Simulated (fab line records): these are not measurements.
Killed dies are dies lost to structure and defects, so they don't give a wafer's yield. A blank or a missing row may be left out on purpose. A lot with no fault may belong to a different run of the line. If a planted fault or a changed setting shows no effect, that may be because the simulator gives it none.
The same fault as seen by 2 desks ; flow n5_finfet ; only its own numbers are on each desk; what lay behind them is given at the end

== METROLOGY DESK ==
Lot by lot, what the gauges showed, no matter which tool ran the lot: averages of those sampled wafers that carry a number. The brackets show how far a lot's mean lies from the usual mean; more than 4 standard deviations puts the lot out of limits, marked OUT.
Columns: A = trench_depth_nm at N5_BEOL_M5_OCD_MEAS_38, usual 72.2 nm; B = M5_THK at N5_BEOL_M5_THK_MEAS_53, usual 64.2 nm; C = M5_RS at N5_BEOL_M5_RS_MEAS_57, usual 0.378 ohm/sq
lot;first seen here;A;B;C
L917;day 8 01:49;72.1;63.5;0.387
L919;day 8 06:18;72.2;64.0;0.377
L918;day 8 10:12;71.7;65.9;0.365
L922;day 9 09:00;73.3;66.4;0.362
L923;day 10 00:22;71.0;62.9;0.384
L924;day 10 02:12;72.1;65.0;0.374
L926;day 10 07:43;71.2;63.8;0.381
L925;day 10 09:57;70.9;60.5;0.400
L928;day 10 19:23;72.4;65.1;0.372
L927;day 10 19:55;71.6;64.4;0.376
L929;day 11 12:05;71.8;61.8;0.390
L938;day 13 06:48;63.8 (-6.0) OUT;54.2 (-4.8) OUT;0.535 (+10) OUT
L937;day 13 10:40;46.0 (-19) OUT;40.3 (-11) OUT;0.667 (+19) OUT
L940;day 13 23:14;70.7;63.8;0.381
This desk finds L937, L938 out of limits, L938 being first, at day 13 06:48 (trench_depth_nm at N5_BEOL_M5_OCD_MEAS_38). L917, L919, L918, L922, L923, L924, L926, L925, L928, L927, L929, L940 stayed within limits.

== THE TOOL OWNER'S DESK: rie_diel-03 ==
The tool's own readings at N5_BEOL_M5_TRENCH_ETCH_37 (etches SiCOH lowk in C4F6/O2, target depth 71.652 nm, time 24.7 s): means of the sampled wafers that have a number, for each lot that ran on this tool. The brackets show how far a lot's mean lies from the usual mean; more than 4 standard deviations puts the lot out of limits, marked OUT.
Columns: A = drypump_motor_current_A at N5_BEOL_M5_TRENCH_ETCH_37, usual 5.7 A; B = oes_ar_750_au at N5_BEOL_M5_TRENCH_ETCH_37, usual 0.80 a.u.; C = oes_product_au at N5_BEOL_M5_TRENCH_ETCH_37, usual 0.80 a.u.; D = rf_vpp_V at N5_BEOL_M5_TRENCH_ETCH_37, usual 671 V; E = showerhead_plenum_p_Torr at N5_BEOL_M5_TRENCH_ETCH_37, usual 2.83 Torr; F = throttle_valve_pct at N5_BEOL_M5_TRENCH_ETCH_37, usual 20.78 %
lot;first seen here;A;B;C;D;E;F
L917;day 8 01:40;5.7;0.81;0.81;668;2.89;20.70
L919;day 8 06:09;5.7;0.82;0.81;668;2.89;20.71
L918;day 8 10:03;5.5;0.77;0.77;672;2.84;20.89
L922;day 9 08:47;6.6;0.81;0.81;658;2.84;20.55
L924;day 10 02:03;5.3;0.81;0.80;677;2.86;20.84
L928;day 10 19:14;5.7;0.79;0.79;667;2.88;20.73
L929;day 11 11:57;6.2;0.74;0.74;658;2.87;20.75
L938;day 13 06:38;5.6;0.81;0.75;675;2.83;20.72
L937;day 13 10:30;5.3;0.81;0.61;684;2.76;20.86
Result from this desk: across the 9 lots, nothing is out of limits.

== PUT TOGETHER ==
L937, L938 would have let the metrology desk raise an alarm at day 13 06:48.
Nothing out of limits was seen by the tool owner's desk.
The tool owner's desk has L937, L938 on record, within its limits.
Every lot named ran N5_BEOL_M5_TRENCH_ETCH_37 on rie_diel-03.

== WHAT HAD BEEN PUT IN BY THE SIMULATOR ==
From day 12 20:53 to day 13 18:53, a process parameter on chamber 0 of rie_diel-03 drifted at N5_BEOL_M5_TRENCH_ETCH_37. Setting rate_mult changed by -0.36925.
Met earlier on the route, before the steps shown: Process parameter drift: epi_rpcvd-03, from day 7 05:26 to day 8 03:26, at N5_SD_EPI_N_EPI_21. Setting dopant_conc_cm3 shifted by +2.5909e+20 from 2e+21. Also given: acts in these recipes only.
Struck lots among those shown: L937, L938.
Hours from the fault's start to each desk's first reading out of limits: the metrology desk, 10.
